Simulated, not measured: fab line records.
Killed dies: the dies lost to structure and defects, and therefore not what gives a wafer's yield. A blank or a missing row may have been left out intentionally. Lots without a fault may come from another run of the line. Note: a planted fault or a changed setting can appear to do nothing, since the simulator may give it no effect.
Which tool was responsible? | flow n5-finfet | Sampling: 8 lots, 23 wafers, 5 of 1938 route steps

## WHAT THE GAUGES READ, wafer by wafer
N5_BEOL_M3_INSPECT_30: inspects for defects (brightfield).
lot  | measured     | on                | raw-defect-count
L678 | day 6 23:09  | defect-inspect-02 | 399 494 349
L680 | day 8 10:11  | defect-inspect-02 | 577 377 577
L683 | day 8 13:34  | defect-inspect-02 | 483 396 484
L685 | day 9 01:05  | defect-inspect-02 | 408 407 554
L690 | day 10 14:16 | defect-inspect-02 | 509 450 1404
L695 | day 11 13:23 | defect-inspect-02 | 432 301 423
L696 | day 11 19:37 | defect-inspect-01 | 290 386 311
L700 | day 12 20:01 | defect-inspect-01 | 361 409

## TOOL THAT RAN EACH LOT (tool first, then ch and the chambers of the sampled wafers, then the start)
lot  | N5_BEOL_M3_DESCUM_16               | N5_BEOL_M3_ETCH_63                 | N5_BEOL_M3_ETCH_64                 | N5_BEOL_M3_STRIP_19
L678 | rie-diel-04 ch 0,2, day 6 22:19    | rie-diel-04 ch 0,2, day 6 22:22    | rie-diel-04 ch 0,2, day 6 22:23    | rie-diel-05 ch 1,3, day 6 22:40
L680 | rie-diel-04 ch 0,2,3, day 8 09:13  | rie-diel-04 ch 0,2,3, day 8 09:16  | rie-diel-04 ch 0,2,3, day 8 09:17  | rie-diel-05 ch 0,1,3, day 8 09:34
L683 | rie-diel-05 ch 0,1,2, day 8 12:44  | rie-diel-05 ch 0,1,2, day 8 12:47  | rie-diel-05 ch 0,1,2, day 8 12:49  | rie-diel-05 ch 0,1,3, day 8 13:05
L685 | rie-diel-04 ch 0,1,3, day 9 00:05  | rie-diel-04 ch 0,1,3, day 9 00:08  | rie-diel-04 ch 0,1,3, day 9 00:10  | rie-diel-04 ch 0,2, day 9 00:36
L690 | rie-diel-02 ch 0,1,3, day 10 13:10 | rie-diel-02 ch 0,1,3, day 10 13:13 | rie-diel-02 ch 0,1,3, day 10 13:15 | rie-diel-02 ch 1,2,3, day 10 13:39
L695 | rie-diel-04 ch 0,1, day 11 12:14   | rie-diel-04 ch 0,1, day 11 12:17   | rie-diel-04 ch 0,1, day 11 12:19   | rie-diel-04 ch 0,2, day 11 12:47
L696 | rie-diel-04 ch 0,1, day 11 18:38   | rie-diel-04 ch 0,1, day 11 18:41   | rie-diel-04 ch 0,1, day 11 18:43   | rie-diel-05 ch 1,2,3, day 11 19:01
L700 | rie-diel-02 ch 0,1, day 12 19:11   | rie-diel-02 ch 0,1, day 12 19:14   | rie-diel-02 ch 0,1, day 12 19:18   | rie-diel-05 ch 1,2, day 12 19:33
- N5_BEOL_M3_DESCUM_16: chemistry O2, time 7 s.
- N5_BEOL_M3_ETCH_63: etches SiARC in CF4, target depth 15.6 nm, time 26 s.
- N5_BEOL_M3_ETCH_64: etches SOC in N2/H2, target depth 75 nm, overetch 15 nm, time 112.5 s.
- N5_BEOL_M3_STRIP_19: strips in O2.

## THE ANSWER, worked out from the rows above alone
Rule: usual is defined by the lots themselves. Put in order of their means at a reading, lots are off if they are a third of the lots or fewer, leave a main group of 4 or more, and stand apart from it by a gap of 3 or more times the standard deviation of the main group's means; of several such gaps the widest counts. A main group is skipped when, at the precision printed for the reading in the tables above, its means are all equal. A lot without any number at a reading at which 4 lots or more have one is off too. All remaining lots with rows at the step are treated as sound.
Off, at N5_BEOL_M3_INSPECT_30 on raw-defect-count: L690. Mean 419 and standard deviation 55 in the main group.
A tool fits if, at a process step before that reading, it ran every lot that is off, and no sound lot after the first of them. Gauges at N5_BEOL_M3_INSPECT_30: tried the same way as those tools. One candidate fits, namely rie-diel-02 at N5_BEOL_M3_STRIP_19. It ran no sound lot before its first lot that is off in this sample, so the start can't be narrowed down.

## WHAT THE SIMULATOR HAD PUT IN
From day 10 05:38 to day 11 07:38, rie-diel-02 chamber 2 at N5_BEOL_M3_STRIP_19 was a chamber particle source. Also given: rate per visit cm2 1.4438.
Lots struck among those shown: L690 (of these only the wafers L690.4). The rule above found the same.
